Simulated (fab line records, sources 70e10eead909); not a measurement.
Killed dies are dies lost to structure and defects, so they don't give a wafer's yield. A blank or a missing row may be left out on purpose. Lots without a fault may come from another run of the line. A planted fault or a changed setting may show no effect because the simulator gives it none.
A struck lot beside a sound one | flow nand_harc | 40 steps out of a route of 1159
Sound: wafers L238.1, L238.3, L238.6. Struck: wafers L245.2, L245.5. The cause comes at the end.
At each step with rows: each side's tool, then ch and its chambers, then its first start. Under that, the readings that differ: sound wafers | struck wafers | difference of the means | sigmas: that difference in standard deviations of wafers without a fault.
alike: readings whose means differ by less than 2 such deviations, and words and numbers that are the same on both sides. not compared: withheld readings, readings that some wafer has no value for, bounds like >300 that may hide the same value, and numbers for which the record gives no deviation and whose values overlap.
The two part at a step that has a row with sigmas, a row that says differs or no value, or rows on one side only. Numbers that don't overlap but have no deviation are shown without sigmas and don't part them. A reading that every wafer of one side lacks parts them only if that side has two wafers or more.

first, 9 steps without rows for these wafers: NHARC_A_CONTACT_DESCUM_47 (chemistry O2, time 3 s); NHARC_A_CONTACT_ETCH_48 (etches the open film in CF4, target depth 39 nm, time 65 s); NHARC_A_CONTACT_ETCH_49 (etches the open film in N2/H2, target depth 260 nm, time 475.3 s); NHARC_A_CONTACT_ETCH_50 (etches the open film in CF4/CHF3, target depth 84.7 nm, time 42.4 s); NHARC_A_CONTACT_ETCH_51 (etches the open film in O2/COS, target depth 3600 nm, time 936 s); NHARC_A_CONTACT_ETCH_111 (etches the open film in C4F8/O2/Ar, time 140 s, target depth 700 nm); NHARC_A_CONTACT_ETCH_112 (etches the open film in C4F8/O2/Ar, time 94 s, target depth 922 nm); NHARC_A_CONTACT_ETCH_113 (etches the open film in C4F8/O2/Ar, time 94 s, target depth 922 nm); NHARC_A_CONTACT_ETCH_114 (etches the open film in C4F8/O2/Ar, time 94 s, target depth 922 nm).
NHARC_A_CONTACT_ETCH_115: etches the open film in C4F8/O2/Ar, time 94 s, target depth 922 nm.
  sound on har_cap_etch-01 ch 0,1, day 17 00:23; struck on har_cap_etch-01 ch 1, day 19 07:22
  alike: oes_air_line_au
  not compared: rf_hours_counter_h
then, 28 steps without rows for these wafers: NHARC_A_CONTACT_ETCH_116 (etches the open film in C4F8/O2/Ar, time 94 s, target depth 922 nm); NHARC_A_CONTACT_ETCH_117 (etches the open film in C4F8/O2/Ar, time 94 s, target depth 922 nm); NHARC_A_CONTACT_ETCH_118 (etches the open film in C4F8/O2/Ar, time 94 s, target depth 922 nm); NHARC_A_CONTACT_ETCH_119 (etches the open film in C4F8/O2/Ar, time 94 s, target depth 922 nm); NHARC_A_CONTACT_ETCH_120 (etches the open film in C4F8/O2/Ar, time 94 s, target depth 922 nm); NHARC_A_CONTACT_ETCH_121 (etches the open film in C4F8/O2/Ar, time 94 s, target depth 922 nm); NHARC_A_CONTACT_ETCH_122 (etches the open film in C4F8/O2/Ar, time 95 s, target depth 930 nm); NHARC_A_CONTACT_ETCH_123 (etches the open film in C4F8/O2/Ar, time 253 s, target depth 1090 nm); NHARC_A_CONTACT_ETCH_90 (etches the open film in CH3F/O2, target depth 40 nm, time 85.7 s); NHARC_A_CONTACT_ETCH_96 (etches the open film in C4F6/O2, target depth 20 nm, time 10 s); NHARC_A_CONTACT_STRIP_99 (strips in N2/H2); NHARC_A_CONTACT_STRIP_100 (strips in CF4/CHF3); NHARC_A_CONTACT_STRIP_101 (strips in O2/COS); NHARC_A_CONTACT_ETCH_102 (etches the open film in CF4/O2, target depth 70 nm, overetch 7 nm, time 38.5 s); NHARC_A_CONTACT_STRIP_55 (strips in O2); NHARC_A_CONTACT_STRIP_56 (strips in post etch residue remover, time 600 s); NHARC_A_CONTACT_DEP_57 (deposits aC, target thk 2800 nm); NHARC_A_CONTACT_DEP_58 (deposits SiON, target thk 60 nm); NHARC_A_CONTACT_DEHYDRATE_59 (time 120 s); NHARC_A_CONTACT_HMDS_60 (time 30 s); NHARC_A_CONTACT_COAT_61 (time 75 s); NHARC_A_CONTACT_COAT_62 (time 65 s); NHARC_A_CONTACT_COAT_63 (resist thk 90 nm); NHARC_A_CONTACT_SOFTBAKE_64 (time 55 s); NHARC_A_CONTACT_EBR_65; NHARC_A_CONTACT_EXPOSE_66 (exposes mask A CC 2); NHARC_A_CONTACT_PEB_67 (peb time 65 s); NHARC_A_CONTACT_DEVELOP_68 (develop time 35 s).
NHARC_A_CONTACT_DESCUM_74: chemistry O2, time 3 s.
  sound on rie_diel-06 ch 0,3, day 17 05:34; struck on rie_diel-09 ch 0,1, day 19 15:19
  reading                     | sound       | struck                                            | difference                   | sigmas
  hold                        | - - -       | await_dispo/2.2h/release await_dispo/2.2h/release | no value on the sound wafers |
  drypump_motor_current_A (A) | 6.4 5.5 6.4 | 5.4 4.8                                           | -1.0                         | -2
  alike: oes_product_au, rf_vpp_V, showerhead_plenum_p_Torr, throttle_valve_pct
  not compared: rf_hours_counter_h
-- the record jumps here: 3 days lie between the struck wafers' starts before and after (it left off in module A_CONTACT and takes up again in module END, whose first step shown is number 1159 of the route) --
NHARC_END_SORT_01:
  the record has rows for the struck wafers here (prober-01 ch 0, day 22 22:13) and none for the sound ones

WHERE THEY PART
First at NHARC_A_CONTACT_DESCUM_74; last, within this record, at NHARC_END_SORT_01.

WHY: what the simulator had put in
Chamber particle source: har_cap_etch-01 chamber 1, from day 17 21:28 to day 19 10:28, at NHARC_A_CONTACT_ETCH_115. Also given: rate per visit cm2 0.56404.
